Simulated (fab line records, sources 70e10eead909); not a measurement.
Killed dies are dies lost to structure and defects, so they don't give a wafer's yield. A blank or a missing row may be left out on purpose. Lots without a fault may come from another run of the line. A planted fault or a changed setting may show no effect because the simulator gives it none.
Which tool did it? | flow nand_harc | 12 lots, 36 wafers sampled, at 6 steps of a route of 1159

WHAT THE GAUGES READ, wafer by wafer
NHARC_A_SOURCE_PLATE_THK_MEAS_06: measures by ellipsometry. Usual: thk_nm 199.2 nm, standard deviation 2.7.
lot  | measured     | on            | thk_nm (nm)       | flag
L534 | day 10 02:00 | film_metro-01 | 199.3 202.8 200.3 |
L533 | day 10 02:01 | film_metro-01 | 195.4 198.7 198.1 |
L538 | day 10 12:02 | film_metro-02 | 199.3 199.2 199.0 |
L539 | day 10 16:37 | film_metro-02 | 199.6 197.4 199.6 |
L541 | day 10 20:18 | film_metro-01 | 196.6 196.2 194.0 |
L545 | day 11 10:03 | film_metro-01 | 201.2 201.6 201.2 |
L546 | day 11 10:04 | film_metro-02 | 194.7 197.1 198.1 |
L549 | day 11 10:03 | film_metro-02 | 196.8 200.3 197.6 |
L550 | day 12 02:24 | film_metro-01 | 200.1 199.8 199.2 |
L552 | day 12 07:06 | film_metro-01 | 200.6 199.3 200.5 |
L554 | day 12 22:20 | film_metro-01 | 196.7 193.2 196.9 |
L553 | day 12 22:20 | film_metro-02 | 198.8 200.2 199.8 |

NHARC_A_ONON_D1_THK_MEAS_14: measures by ellipsometry. Usual: thk_nm 1000 nm, standard deviation 10.
lot  | measured     | on            | thk_nm (nm)    | flag
L534 | day 10 06:29 | film_metro-02 | 994 994 996    |
L533 | day 10 06:52 | film_metro-01 | 996 998 995    |
L538 | day 10 16:03 | film_metro-02 | 391 392 394    | OFF
L539 | day 10 19:50 | film_metro-01 | 1018 1019 1019 |
L541 | day 10 23:14 | film_metro-01 | 417 417 417    | OFF
L545 | day 11 13:13 | film_metro-01 | 991 991 991    |
L546 | day 11 13:43 | film_metro-01 | 1001 998 999   |
L549 | day 11 13:01 | film_metro-02 | 1002 1000 1002 |
L550 | day 12 05:21 | film_metro-01 | 1005 1004 1003 |
L552 | day 12 10:01 | film_metro-02 | 991 991 990    |
L554 | day 13 01:14 | film_metro-02 | 996 996 996    |
L553 | day 13 01:13 | film_metro-01 | 1024 1023 1024 |

NHARC_END_SORT_01. Usual: killed_at_array 29, standard deviation 11; killed_at_other 0.5, standard deviation 0.85; killed_at_periphery 3.0, standard deviation 2.3; killed_dies 33, standard deviation 12; killed_open 3.3, standard deviation 1.9; killed_short 2.0, standard deviation 1.5.
lot  | measured     | on        | killed_at_array | killed_at_other | killed_at_periphery | killed_dies | killed_open | killed_short | flag
L538 | day 26 04:05 | prober-01 | 676 674 677     | 0 1 0           | 1 2 0               | 677 677 677 | 3 6 7       | 2 3 0        | OFF
L541 | day 26 08:21 | prober-02 | 672 675 671     | 3 1 2           | 2 1 4               | 677 677 677 | 3 6 3       | 1 4 3        | OFF

WHICH TOOL RAN EACH LOT (tool, then ch and the chambers of the sampled wafers, then the start)
lot  | NHARC_P_BONDPAD_ETCH_24                       | NHARC_P_BONDPAD_PVD_17                  | NHARC_A_ONON_D1_DEP_12
L534 | rie_diel-05 ch 0,2,3, day 10 02:00 or earlier | pvd_sputter-03, day 10 02:00 or earlier | pecvd_onon-02 ch 0, day 10 05:59
L533 | rie_diel-05 ch 1,3, day 10 02:01 or earlier   | pvd_sputter-03, day 10 02:01 or earlier | pecvd_onon-02 ch 0, day 10 06:20
L538 | rie_diel-01 ch 1,3, day 10 12:02 or earlier   | pvd_sputter-01, day 10 12:02 or earlier | pecvd_onon-02 ch 0, day 10 15:36
L539 | rie_diel-11 ch 0,1,3, day 10 16:37 or earlier | pvd_sputter-03, day 10 16:37 or earlier | pecvd_onon-03 ch 0, day 10 19:20
L541 | rie_diel-01 ch 0,1,3, day 10 20:18 or earlier | pvd_sputter-01, day 10 20:18 or earlier | pecvd_onon-02 ch 0, day 10 22:47
L545 | rie_diel-11 ch 0,2,3, day 10 08:17            | pvd_sputter-03, day 11 10:03 or earlier | pecvd_onon-03 ch 0, day 11 12:43
L546 | rie_diel-05 ch 0,1, day 11 10:04 or earlier   | pvd_sputter-01, day 11 10:04 or earlier | pecvd_onon-04 ch 0, day 11 13:16
L549 | rie_diel-01 ch 0,1, day 11 10:03 or earlier   | pvd_sputter-01, day 11 10:03 or earlier | pecvd_onon-04 ch 0, day 11 12:30
L550 | rie_diel-11 ch 1,2, day 12 02:24 or earlier   | pvd_sputter-02, day 12 02:24 or earlier | pecvd_onon-03 ch 0, day 12 04:50
L552 | rie_diel-11 ch 0,1,3, day 12 07:06 or earlier | pvd_sputter-02, day 12 07:06 or earlier | pecvd_onon-04 ch 0, day 12 09:34
L554 | rie_diel-11 ch 1,2, day 12 22:20 or earlier   | pvd_sputter-02, day 12 22:20 or earlier | pecvd_onon-03 ch 0, day 13 00:43
L553 | rie_diel-11 ch 0,1,2, day 12 22:20 or earlier | pvd_sputter-03, day 12 22:20 or earlier | pecvd_onon-04 ch 0, day 13 00:43
- NHARC_P_BONDPAD_ETCH_24: etches the open film in CF4/N2, target depth 30 nm, time 72.99 s.
- NHARC_P_BONDPAD_PVD_17: deposits TaN, target thk 5 nm, time 8.06 s.
- NHARC_A_ONON_D1_DEP_12: target thk 1000 nm.

WHAT THE TOOLS THEMSELVES READ (means of the sampled wafers that have a number; where no wafer has one, the mark that the record gives instead)
NHARC_P_BONDPAD_ETCH_24. Usual: drypump_motor_current_A 5.9 A, standard deviation 0.34; oes_product_au 0.996 a.u., standard deviation 0.011; rf_vpp_V 314.7 V, standard deviation 2.1; showerhead_plenum_p_Torr 2.66 Torr, standard deviation 0.11; throttle_valve_pct 19.795 %, standard deviation 0.009.
lot  | tool        | drypump_motor_current_A (A) | oes_product_au (a.u.) | rf_vpp_V (V) | showerhead_plenum_p_Torr (Torr) | throttle_valve_pct (%) | flag
L534 | rie_diel-05 | 5.8                         | 0.989                 | 315.0        | 2.65                            | 19.803                 |
L533 | rie_diel-05 | 5.9                         | 1.006                 | 312.6        | 2.57                            | 19.799                 |
L538 | rie_diel-01 | 6.0                         | 0.983                 | 313.7        | 2.58                            | 19.793                 |
L539 | rie_diel-11 | 5.7                         | 0.996                 | 315.8        | 2.75                            | 19.791                 |
L541 | rie_diel-01 | 6.0                         | 0.993                 | 314.6        | 2.61                            | 19.795                 |
L545 | rie_diel-11 | 5.7                         | 0.989                 | 313.2        | 2.67                            | 19.799                 |
L546 | rie_diel-05 | 5.5                         | 0.998                 | 313.7        | 2.63                            | 19.785                 |
L549 | rie_diel-01 | 6.1                         | 0.997                 | 314.0        | 2.63                            | 19.793                 |
L550 | rie_diel-11 | 5.9                         | 0.981                 | 312.3        | 2.56                            | 19.788                 |
L552 | rie_diel-11 | 5.7                         | 1.003                 | 316.6        | 2.75                            | 19.789                 |
L554 | rie_diel-11 | 5.9                         | 0.999                 | 315.1        | 2.64                            | 19.792                 |
L553 | rie_diel-11 | 5.9                         | 0.990                 | 315.2        | 2.67                            | 19.794                 |

NHARC_P_BONDPAD_PVD_17. Usual: chamber_pressure_pa 0.11998 Pa, standard deviation 0.00021; throttle_valve_pct 29.8 %, standard deviation 1.
lot  | tool           | chamber_pressure_pa (Pa) | throttle_valve_pct (%) | flag
L534 | pvd_sputter-03 | 0.12012                  | 28.2                   |
L533 | pvd_sputter-03 | 0.11982                  | 30.0                   |
L538 | pvd_sputter-01 | 0.11984                  | 30.6                   |
L539 | pvd_sputter-03 | 0.12009                  | 29.0                   |
L541 | pvd_sputter-01 | 0.11995                  | 30.8                   |
L545 | pvd_sputter-03 | 0.12012                  | 29.2                   |
L546 | pvd_sputter-01 | 0.11987                  | 30.7                   |
L549 | pvd_sputter-01 | 0.12005                  | 30.8                   |
L550 | pvd_sputter-02 | 0.11995                  | 29.5                   |
L552 | pvd_sputter-02 | 0.12000                  | 29.6                   |
L554 | pvd_sputter-02 | 0.12003                  | 29.9                   |
L553 | pvd_sputter-03 | 0.12008                  | 29.4                   |

NHARC_A_ONON_D1_DEP_12. Usual: sih4_flow_sccm 210.0 sccm, standard deviation 0.7.
lot  | tool          | sih4_flow_sccm (sccm) | flag
L534 | pecvd_onon-02 | 211.3                 |
L533 | pecvd_onon-02 | 210.2                 |
L538 | pecvd_onon-02 | 209.7                 |
L539 | pecvd_onon-03 | 210.4                 |
L541 | pecvd_onon-02 | 208.8                 |
L545 | pecvd_onon-03 | 210.8                 |
L546 | pecvd_onon-04 | 209.4                 |
L549 | pecvd_onon-04 | 209.5                 |
L550 | pecvd_onon-03 | 210.3                 |
L552 | pecvd_onon-04 | 210.0                 |
L554 | pecvd_onon-03 | 210.4                 |
L553 | pecvd_onon-04 | 209.6                 |

THE ANSWER, worked out from the rows above alone
Rule: a lot is off if the mean of its wafers that have a number lies more than 3 standard deviations from the usual mean. A lot without any number at a reading at which 4 lots or more have one is off too. The other lots that the step has rows for count as sound. The gauges are gone through in route order, then the tools' own readings, and for those a lot's mean is taken as printed above. The first step at which some lot is off is used, and at that step the reading that is off furthest; a lot without a number counts as furthest.
Off: L538, L541, at NHARC_A_ONON_D1_THK_MEAS_14 (thk_nm).
A tool fits if, at a process step before that reading, it ran every lot that is off, and no sound lot after the first of them. The gauges at NHARC_A_ONON_D1_THK_MEAS_14 aren't tried: what is off there is off at NHARC_END_SORT_01 too, on other tools, and a gauge's error can't cause that. NHARC_P_BONDPAD_ETCH_24 gives no start for some lots, so the hours and the order of its lots are those of NHARC_A_SOURCE_PLATE_THK_MEAS_06. NHARC_P_BONDPAD_PVD_17 gives no start for some lots, so the hours and the order of its lots are those of NHARC_A_SOURCE_PLATE_THK_MEAS_06. One fits: pecvd_onon-02 at NHARC_A_ONON_D1_DEP_12. Its last sound lot is L533 (day 10 06:20), its first lot that is off L538 (day 10 15:36): a fault that began between those two fits.

WHAT THE SIMULATOR HAD PUT IN
Process parameter drift: pecvd_onon-02, from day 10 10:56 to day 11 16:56, at NHARC_A_ONON_D1_DEP_12. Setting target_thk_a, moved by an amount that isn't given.
Lots struck among those shown: L538, L541. The rule above found the same.
